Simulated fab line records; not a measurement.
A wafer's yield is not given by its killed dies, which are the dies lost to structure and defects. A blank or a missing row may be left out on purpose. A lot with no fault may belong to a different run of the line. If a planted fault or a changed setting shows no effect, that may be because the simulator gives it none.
fab line records	flow n5_finfet
record: lots: 9	wafers: 27	last_day: 17
route steps=1938 shown MOL_CONTACT_COAG@537 BEOL_M4@1111 PASSIVATION@1936
lots that met no fault: from a run of the same line without faults
start_h: the number of hours between the record's first day and the start of the first shown wafer of the lot	wait_h: hours elapsed since this lot's preceding step	" the same as in the row above	L1.1+2: a single row standing in for several wafers	- either no value or no given start	* or withheld: withheld	< > ~ a bound
route shown NAME@n: names a module that has steps shown in the file, with the first one's number in the route	usual: average and standard deviation across the fault-free wafers	same: alike in all rows	chamber/n: place in a boat	sites: per-site readings	_std_site: standard deviation of those values	_edge_site: mean of outer sites minus mean of inner sites	radius_mm: for every site, how far away it sits from the centre of the wafer	mask NAME#n: copy n	behind: the tool/chamber that last shaped the wafer	hold: the reason the lot was held/the length of the hold in hours/how it ended	device: the n, p or np transistor that did not switch	end of line: the tests these same wafers got at the end of their route	where a step has no rows: the recipe by itself	killed: dies lost to structure and defects at the first sort, not the wafer's yield	map: shows each die of a wafer: x if killed, . if not, _ if none is there
set.NAME: setting as actually run; set.NAME@STEP: the setting as run at that earlier step	model.NAME: the simulator's own value behind a step, which no gauge read
route steps across a sampled set of lots; one table per step, one row per wafer
services: from which hour (start_h, from the record's first day; less than 0 if before it) a tool's chamber was out of use, for how many hours, and why
== steps ==
step: N5_MOL_CONTACT_COAG_ETCH_15
recipe: chemistry: CH3F/O2	target: SiNx	target_depth_a: 70	mask_material: SOC	stop_on: Si:P	over_etch_frac: 0.75	ion_energy_ev: 120	pressure_mtorr: 30	source_w: 395	bias_w: 73	Ar_flow_sccm: 150	CH3F_flow_sccm: 30	O2_flow_sccm: 20
usual: drypump_motor_current_A: 5.7/0.45	oes_product_au: 0.59/0.062	rf_vpp_V: 301/8.1	showerhead_plenum_p_Torr: 2.04/0.087	throttle_valve_pct: 16.33/0.2
lot.wafer	tool	chamber	start_h	wait_h	drypump_motor_current_A	oes_product_au	rf_hours_counter_h	rf_vpp_V	showerhead_plenum_p_Torr	throttle_valve_pct
L117.1	rie_diel-04	3	89.94	0.0	5.1	0.53	172	293	1.92	16.39
L117.2	"	1	"	"	5.8	0.73	1	285	1.97	16.16
L117.4	"	0	"	"	5.5	0.68	8	298	2.15	16.34
L118.3	rie_diel-04	3	102.08	0.0	5.0	0.53	177	293	1.92	16.43
L118.4	"	0	"	"	5.6	0.67	12	297	2.15	16.36
L118.6	"	0	"	"	5.5	0.67	-	298	2.15	16.34
L124.2	rie_diel-03	1	128.95	0.0	5.2	0.66	34	308	2.13	16.03
L124.3	"	3	"	"	5.6	0.52	184	312	2.07	16.74
L124.6	"	0	"	"	6.2	0.54	-	298	2.08	16.59
L126.1	rie_diel-04	1	140.72	0.0	5.8	0.67	20	286	1.96	16.17
L126.2	"	0	"	"	5.6	0.65	26	297	2.15	16.37
L126.5	"	2	"	"	5.1	0.61	-	307	2.13	16.13
L127.2	rie_diel-03	1	151.04	0.0	5.2	0.64	43	308	2.13	16.04
L127.4	"	2	"	"	6.0	0.57	136	300	1.92	16.30
L127.5	"	2	"	"	6.0	0.57	-	300	1.92	16.29
L136.1	rie_diel-01	2	203.65	0.0	5.1	0.69	22	297	2.13	16.33
L136.5	"	1	"	"	5.7	0.52	-	293	1.91	16.37
L136.6	"	0	"	"	6.5	0.60	-	298	2.05	16.20
L137.2	rie_diel-03	0	213.68	0.0	6.2	0.52	200	298	2.07	16.66
L137.4	"	2	"	"	6.0	0.55	167	300	1.91	16.34
L137.6	"	2	"	"	6.0	0.55	-	297	1.91	16.36
L138.1	rie_diel-01	2	215.30	0.0	5.0	0.68	27	297	2.13	16.33
L138.3	"	1	"	"	5.8	0.53	214	294	1.90	16.39
L138.5	"	0	"	"	6.5	0.59	-	299	2.04	16.22
L140.2	rie_diel-01	2	228.38	0.0	5.1	0.67	34	298	2.13	16.33
L140.3	"	3	"	"	5.7	0.53	211	317	2.06	16.41
L140.4	"	0	"	"	6.5	0.58	93	297	2.04	16.23
step: N5_MOL_CONTACT_COAG_PRE_CLEAN_141
recipe: gas: H2/He	time_s: 60	temp_c: 300
usual: heater_power_w: 446/59	susceptor_temp_C: 300.01/0.19
lot.wafer	tool	chamber	start_h	wait_h	heater_power_w	susceptor_temp_C
L117.1	pvd_sputter-03	-	91.85	0.5	415	300.05
L117.2	"	-	"	"	474	300.05
L117.4	"	-	"	"	414	300.40
L118.3	pvd_sputter-01	-	104.70	1.3	414	299.59
L118.4	"	-	"	"	493	299.90
L118.6	"	-	"	"	486	300.01
L124.2	pvd_sputter-03	-	131.11	0.9	592	299.85
L124.3	"	-	"	"	480	300.18
L124.6	"	-	"	"	589	299.85
L126.1	pvd_sputter-03	-	143.63	1.6	420	300.18
L126.2	"	-	"	"	409	300.49
L126.5	"	-	"	"	491	299.73
L127.2	pvd_sputter-03	-	152.86	0.5	414	300.03
L127.4	"	-	"	"	480	300.13
L127.5	"	-	"	"	471	300.03
L136.1	pvd_sputter-03	-	206.52	1.6	428	299.91
L136.5	"	-	"	"	604	299.66
L136.6	"	-	"	"	415	299.90
L137.2	pvd_sputter-02	-	215.97	0.5	408	300.21
L137.4	"	-	"	"	391	299.86
L137.6	"	-	"	"	495	300.27
L138.1	pvd_sputter-02	-	218.66	2.1	405	300.07
L138.3	"	-	"	"	388	299.82
L138.5	"	-	"	"	402	299.94
L140.2	pvd_sputter-01	-	230.80	1.2	434	300.07
L140.3	"	-	"	"	475	299.90
L140.4	"	-	"	"	514	299.70
step: N5_MOL_CONTACT_COAG_ANNEAL_113
recipe: temp_c: 400	time_s: 300	ambient: H2/N2
usual: lamp_power_pct: 2.868/0.016	lamp_zone_2_pct: 2.868/0.017	wafer_temp_C_max: 402.0/0.38
lot.wafer	tool	chamber	start_h	wait_h	lamp_power_pct	lamp_zone_2_pct	wafer_temp_C_max
L117.1	rtp_anneal-02	0	92.85	0.5	2.884	2.883	402.2
L117.2	"	0	"	"	2.879	2.884	402.2
L117.4	"	0	"	"	2.884	2.878	401.9
L118.3	rtp_anneal-02	0	105.79	0.6	2.878	2.882	402.2
L118.4	"	0	"	"	2.885	2.883	402.0
L118.6	"	0	"	"	2.885	2.885	401.9
L124.2	rtp_anneal-01	0	132.51	0.8	2.856	2.850	401.9
L124.3	"	0	"	"	2.850	2.847	402.2
L124.6	"	0	"	"	2.854	2.849	402.0
L126.1	rtp_anneal-01	0	144.43	0.3	2.852	2.848	401.9
L126.2	"	0	"	"	2.852	2.854	401.7
L126.5	"	0	"	"	2.848	2.851	401.5
L127.2	rtp_anneal-02	0	153.86	0.5	2.880	2.883	401.9
L127.4	"	0	"	"	2.884	2.882	401.3
L127.5	"	0	"	"	2.886	2.884	401.7
L136.1	rtp_anneal-01	0	207.33	0.3	2.850	2.850	401.6
L136.5	"	0	"	"	2.851	2.851	401.5
L136.6	"	0	"	"	2.848	2.855	401.7
L137.2	rtp_anneal-01	0	217.07	0.6	2.852	2.854	402.4
L137.4	"	0	"	"	2.852	2.854	401.8
L137.6	"	0	"	"	2.847	2.852	402.1
L138.1	rtp_anneal-01	0	219.62	0.5	2.855	2.851	401.7
L138.3	"	0	"	"	2.855	2.852	401.3
L138.5	"	0	"	"	2.844	2.852	401.8
L140.2	rtp_anneal-02	0	231.75	0.5	2.881	2.882	401.6
L140.3	"	0	"	"	2.880	2.885	401.5
L140.4	"	0	"	"	2.883	2.883	401.7
step: N5_MOL_CONTACT_COAG_CMP_23
recipe: stop_on: SiO2	t_overpolish_s: 1.5	post_cmp_clean: cu_alkaline	down_force_psi: 2	platen_rpm: 50.289	pad_velocity_m_s: 1.0006	target_thk_nm: 0
usual: head_pressure_psi: 2.001/0.0041	motor_current_A: 8.5/1.3	overpolish_run_s: 1.499/0.0084	time_to_endpoint_s: 8.4/2.8
lot.wafer	tool	chamber	start_h	wait_h	head_pressure_psi	motor_current_A	overpolish_run_s	time_to_endpoint_s
L117.2	cmp-03	0	94.78	0.0	1.995	6.8	1.498	12.0
L117.1	"	1	"	"	2.006	10.8	1.500	5.7
L117.4	"	2	"	"	1.999	8.4	1.516	6.9
L118.4	cmp-03	0	108.36	0.1	1.999	7.0	1.498	11.5
L118.3	"	2	"	"	2.000	8.2	1.503	4.8
L118.6	"	3	"	"	1.998	7.7	1.502	2.9
L124.3	cmp-03	3	134.29	0.0	2.213	8.1	1.510	3.7
L124.2	"	1	"	"	2.219	11.7	1.512	6.1
L124.6	"	3	"	"	2.214	7.9	1.490	2.7
L126.2	cmp-03	0	146.15	0.1	2.211	7.5	1.500	11.0
L126.1	"	1	"	"	2.211	11.3	1.507	7.7
L126.5	"	3	"	"	2.212	7.6	1.503	5.4
L127.4	cmp-04	3	156.27	0.0	1.994	9.6	1.490	9.6
L127.2	"	2	"	"	2.000	7.9	1.500	10.9
L127.5	"	3	"	"	2.000	9.5	1.489	11.9
L136.1	cmp-03	3	208.58	0.1	2.009	7.4	1.491	1.8
L136.6	"	1	"	"	2.004	11.4	1.495	7.9
L136.5	"	2	"	"	2.004	8.5	1.492	5.3
L137.4	cmp-03	3	219.14	0.0	2.000	7.1	1.489	6.2
L137.2	"	0	"	"	1.999	6.9	1.495	12.7
L137.6	"	0	"	"	1.998	7.3	1.493	11.7
L138.3	cmp-02	2	220.90	0.1	2.006	7.5	1.502	7.7
L138.1	"	1	"	"	2.001	9.4	1.501	9.6
L138.5	"	2	"	"	2.005	7.5	1.501	9.7
L140.2	cmp-03	1	234.54	0.0	1.998	11.4	1.521	9.0
L140.3	"	2	"	"	1.999	8.9	1.485	8.4
L140.4	"	3	"	"	2.001	7.7	1.498	5.9
step: N5_BEOL_M4_RC_MEAS_101
usual: DIBL_N: 36.7/2.4	DIBL_P: 37.4/2.9	IOFF_N: 0.18/0.05	IOFF_P: 0.23/0.058	ION_N: 683/16	ION_P: 467/11	SS_N: 71.7/0.77	SS_P: 73.5/0.87	VT_N: 249/4.3	VT_P: -250/4.4
lot.wafer	tool	chamber	start_h	wait_h	DIBL_N[mV/V]	DIBL_P[mV/V]	IOFF_N[nA/um]	IOFF_P[nA/um]	ION_N[uA/um]	ION_P[uA/um]	SS_N[mV/dec]	SS_P[mV/dec]	VT_N[mV]	VT_P[mV]
L117.1	prober-01	0	157.25	0.8	38.7	41.7	0.22	0.29	691	467	72.6	75.5	244	-248
L117.2	"	0	"	"	35.2	37.8	0.16	0.22	671	461	71.3	73.5	251	-251
L117.4	"	0	"	"	33.1	33.2	0.11	0.14	657	456	71.1	72.6	254	-257
L118.3	prober-02	0	176.21	0.3	35.9	34.4	0.14	0.17	669	455	71.1	72.3	254	-253
L118.4	"	0	"	"	35.8	36.3	0.16	0.21	697	481	71.3	73.1	247	-251
L118.6	"	0	"	"	38.7	38.9	0.21	0.25	704	479	71.7	74.3	247	-248
L124.2	prober-02	0	202.94	0.2	32.5	34.2	0.14	0.19	686	485	69.9	72.6	249	-249
L124.3	"	0	"	"	34.6	35.3	0.14	0.19	671	463	71.3	73.1	252	-250
L124.6	"	0	"	"	34.8	36.9	0.16	0.23	694	486	70.7	73.0	247	-247
L126.1	prober-01	0	216.10	0.0	38.4	38.5	0.19	0.28	692	482	72.2	74.2	249	-246
L126.2	"	0	"	"	38.5	38.8	0.21	0.29	703	484	72.1	73.7	245	-246
L126.5	"	0	"	"	37.4	36.5	0.18	0.26	680	470	72.1	73.5	245	-246
L127.2	prober-01	0	224.37	0.2	41.1	42.0	0.25	0.24	699	458	73.2	74.5	246	-251
L127.4	"	0	"	"	33.5	33.5	0.11	0.13	681	466	70.7	72.6	253	-259
L127.5	"	0	"	"	36.9	37.0	0.16	0.17	680	450	72.0	73.5	250	-256
L136.1	prober-01	0	278.14	0.0	40.3	42.7	0.30	0.37	702	484	73.1	74.9	240	-243
L136.5	"	0	"	"	40.3	41.8	0.27	0.34	679	466	73.4	76.0	245	-246
L136.6	"	0	"	"	35.6	37.4	0.19	0.24	703	483	71.7	72.8	245	-247
L137.2	prober-01	0	285.61	0.2	37.9	40.9	0.19	0.23	669	459	72.2	73.8	248	-251
L137.4	"	0	"	"	34.5	35.3	0.13	0.15	664	449	71.4	72.8	251	-256
L137.6	"	0	"	"	35.7	38.1	0.16	0.19	666	449	71.5	73.4	247	-254
L138.1	prober-01	0	295.35	0.0	35.4	36.6	0.16	0.17	683	459	71.9	72.5	251	-256
L138.3	"	0	"	"	38.2	38.8	0.25	0.22	703	463	72.9	73.6	242	-252
L138.5	"	0	"	"	33.6	34.3	0.14	0.14	693	455	71.1	72.7	249	-259
L140.2	prober-02	0	300.90	0.2	36.6	38.0	0.18	0.20	698	473	71.7	73.0	247	-252
L140.3	"	0	"	"	37.9	38.7	0.18	0.21	673	456	71.9	73.6	249	-252
L140.4	"	0	"	"	37.5	39.5	0.22	0.24	697	466	72.2	73.6	243	-249
step: N5_PASSIVATION_PROBE_49
usual: defect_limited_yield: 91.4/1.6	killed_at_M0_to_M3: 31/11	killed_at_M4_up: 14/5.7	killed_at_contacts: 12/6	killed_at_front_end: 41/13	killed_at_other: 3.3/2.8	killed_dies: 101/19	killed_open: 67/14	killed_short: 33/8.2	sort_bin_4_leakage: 0.0/0.37	sort_bin_5_function: 5.0/1.1	sort_bin_6_memory: 3.3/0.74	sort_n_pass: 1078/20	sort_yield_pct: 91.3/1.7
same: gross_dies: 1180	killed_at_back_side: 0	sort_bin_8_speed[%]: 0
lot.wafer	tool	chamber	start_h	wait_h	defect_limited_yield[%]	killed_at_M0_to_M3	killed_at_M4_up	killed_at_contacts	killed_at_front_end	killed_at_other	killed_dies	killed_open	killed_short	sort_bin_4_leakage[%]	sort_bin_5_function[%]	sort_bin_6_memory[%]	sort_n_pass	sort_yield_pct[%]
L136.1	prober-01	-	380.87	0.0	92.4	33	9	10	29	9	90	63	24	0.3	4.5	2.9	1086	92.0
L136.5	prober-01	-	381.07	0.2	92.9	30	12	12	26	4	84	55	27	0	4.5	2.6	1096	92.9
L136.6	prober-01	-	381.12	0.3	92.1	27	18	7	34	7	93	62	30	0	4.8	2.9	1087	92.1
killed by level:class
L136.1 STI_FIN_REVEAL:geometric_particle:open=9 BEOL_M3:geometric_particle:open=9 MOL_CONTACT_COAG:geometric_particle:open=8 BEOL_M2:geometric_particle:open=8 BEOL_M4:geometric_particle:open=5 BEOL_M1:geometric_particle:open=4 BEOL_M0_SAQP:geometric_particle:open=4 BEOL_M0_SAQP:geometric_particle:short=4
L136.5 MOL_CONTACT_COAG:geometric_particle:open=9 BEOL_M2:geometric_particle:open=9 FIN_SAQP:geometric_particle:open=7 BEOL_M3:geometric_particle:open=6 BEOL_M4:geometric_particle:open=4 DUMMY_GATE:geometric_particle:open=3 ILD0:geometric_particle:short=3 GATE_CUT:geometric_particle:short=3
L136.6 BEOL_M3:geometric_particle:open=12 BEOL_M4:geometric_particle:open=8 GATE_CUT:geometric_particle:open=6 MOL_CONTACT_COAG:geometric_particle:open=6 STI_FIN_REVEAL:geometric_particle:short=4 DUMMY_GATE:geometric_particle:open=4 BEOL_M0_SAQP:geometric_particle:short=4 BEOL_M1:geometric_particle:open=4
== services ==
tool	chamber	start_h	hours	kind
rie_diel-04	1	71.81	-	clean
rie_diel-04	1	71.81	-	consumable_replace:focus_ring
rie_diel-04	1	71.81	14.5	scheduled_down
rie_diel-04	1	71.81	14.5	vent_cycle
cmp-02	-	82.18	4.6	pm
cmp-03	-	87.12	1.6	repair
cmp-02	-	94.45	6.7	repair
rie_diel-01	1	119.12	7.1	repair
cmp-03	-	121.86	1.9	repair
cmp-04	-	123.58	4.3	pm
rie_diel-01	2	133.21	-	clean
rie_diel-01	2	133.21	-	consumable_replace:focus_ring
rie_diel-01	2	133.21	-	consumable_replace:showerhead
rie_diel-01	2	133.21	16.2	scheduled_down
rie_diel-03	0	159.33	1.3	repair
cmp-04	-	176.16	0.5	repair
rie_diel-04	-	180.48	69.8	repair
cmp-04	-	183.18	3.0	repair
rie_diel-03	1	185.26	8.8	repair
cmp-02	-	193.29	4.0	pm
rie_diel-03	3	194.43	6.1	repair
cmp-02	-	197.29	14.1	pm
cmp-03	-	219.65	3.2	repair
cmp-04	-	234.49	4.0	pm
== key ==
first_sign: step: N5_MOL_CONTACT_COAG_CMP_23	reading: head_pressure_psi	direction: up	sigmas: 52	usual: 2.001	struck: 2.213
effect none on later readings
met_at N5_MOL_CONTACT_COAG_CMP_23
struck_lots L124,L126
not_acting_at N5_MOL_CONTACT_COAG_ETCH_15,N5_MOL_CONTACT_COAG_PRE_CLEAN_141,N5_MOL_CONTACT_COAG_ANNEAL_113
onset_between 108.36 134.29
fault: kind: process_parameter_drift	tool: cmp-03	chamber: -	onset_h: 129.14	steps: N5_MOL_CONTACT_COAG_CMP_23	channel: down_force_psi	offset: 0.21318	shape: step	end_h: 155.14	acts_in: these_recipes_only	stated: 2
